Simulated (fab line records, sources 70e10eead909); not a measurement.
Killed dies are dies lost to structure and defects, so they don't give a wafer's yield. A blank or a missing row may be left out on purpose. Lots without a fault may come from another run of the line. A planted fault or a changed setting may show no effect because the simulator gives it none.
A struck lot beside a sound one | flow nand_harc | 13 steps out of a route of 1159
Sound: wafers L769.1, L769.2, L769.4. Struck: wafers L759.3, L759.4. The cause comes at the end.
At each step with rows: each side's tool, then ch and its chambers, then its first start. Under that, the readings that differ: sound wafers | struck wafers | difference of the means | sigmas: that difference in standard deviations of wafers without a fault.
alike: readings whose means differ by less than 2 such deviations, and words and numbers that are the same on both sides. not compared: withheld readings, readings that some wafer has no value for, bounds like >300 that may hide the same value, and numbers for which the record gives no deviation and whose values overlap.
The two part at a step that has a row with sigmas, a row that says differs or no value, or rows on one side only. Numbers that don't overlap but have no deviation are shown without sigmas and don't part them. A reading that every wafer of one side lacks parts them only if that side has two wafers or more.

NHARC_A_WL_FILL_ALD_02: deposits TiN, target thk 2 nm, pulse time 3 s, ald cycles 100.
  sound on ald_metal-04 ch 1,2,3, day 19 02:32; struck on ald_metal-03 ch 1,2, day 16 19:52
  alike: heater_power_w, precursor_pulse_height_rel
then, 1 step without rows for these wafers: NHARC_A_WL_FILL_CVD_03 (deposits W, target thk 40 nm, time 3302 s).
NHARC_A_WL_FILL_ETCHBACK_04: etches the open film in NF3, target depth 60 nm, time 120 s.
  sound on rie_metal-02 ch 0,1, day 19 09:02; struck on rie_metal-01 ch 0,1, day 16 23:36
  alike: drypump_motor_current_A, oes_product_au, run_length_s
  not compared: rf_hours_counter_h
NHARC_A_WL_FILL_ETCHBACK_05: etches the open film in Cl2/BCl3, target depth 22 nm, time 60 s.
  sound on rie_metal-02 ch 0,1, day 19 09:17; struck on rie_metal-01 ch 0,1, day 16 23:48
  alike: drypump_motor_current_A, oes_product_au, run_length_s
  not compared: rf_hours_counter_h
then, 5 steps without rows for these wafers: NHARC_A_WL_FILL_STRIP_27 (strips in N2/H2, time 20 s); NHARC_A_WL_FILL_STRIP_28 (strips in post etch residue remover, time 1200 s); NHARC_A_WL_FILL_PRECLEAN_06 (cleans in DIW, time 300 s); NHARC_A_WL_FILL_SRD_07; NHARC_A_WL_FILL_ANNEAL_08 (time 1800 s).
NHARC_A_WL_FILL_ALD_10: deposits SiO2, target thk 50 nm, pulse time 10 s, ald cycles 500.
  sound on ald_hk-02 ch 0,1,3, day 19 14:41; struck on ald_hk-01 ch 0,3, day 17 05:48
  reading            | sound       | struck  | difference | sigmas
  heater_power_w (W) | 460 377 434 | 504 518 | +87        | +2
  alike: precursor_pulse_height_rel
NHARC_A_WL_FILL_ETCHBACK_16: etches the open film in C4F8/O2/Ar, target depth 88 nm, time 17.6 s.
  sound on rie_diel-09 ch 0,2, day 19 19:18; struck on rie_diel-06 ch 0,3, day 17 10:27
  reading               | sound             | struck      | difference | sigmas
  oes_product_au (a.u.) | 0.986 0.992 1.000 | 0.918 0.932 | -0.068     | -2
  run_length_s (s)      | 38.6 38.5 38.9    | 26.2 25.4   | -12.9      | -34
  alike: rf_vpp_V
  not compared: rf_hours_counter_h
NHARC_A_WL_FILL_STRIP_29: strips in O2, time 20 s.
  sound on rie_diel-09 ch 0,1, day 19 19:25; struck on rie_diel-06 ch 0,1, day 17 10:32
  alike: drypump_motor_current_A, mfc_ar_sccm, oes_product_au, rf_vpp_V, showerhead_plenum_p_Torr, throttle_valve_pct
  not compared: rf_hours_counter_h
-- the record jumps here: 4 days lie between the struck wafers' starts before and after (it left off in module A_WL_FILL and takes up again in module END, whose first step shown is number 1159 of the route) --
NHARC_END_SORT_01:
  sound on prober-02 ch 0, day 23 13:27; struck on prober-01 ch 0, day 21 05:31
  reading         | sound    | struck  | difference | sigmas
  killed_at_array | 18 24 23 | 672 672 | +650       | +66
  killed_dies     | 24 27 26 | 677 677 | +651       | +65
  alike: killed_at_other, killed_at_periphery, killed_open, killed_short

WHERE THEY PART
First at NHARC_A_WL_FILL_ALD_10; last, within this record, at NHARC_END_SORT_01.

WHY: what the simulator had put in
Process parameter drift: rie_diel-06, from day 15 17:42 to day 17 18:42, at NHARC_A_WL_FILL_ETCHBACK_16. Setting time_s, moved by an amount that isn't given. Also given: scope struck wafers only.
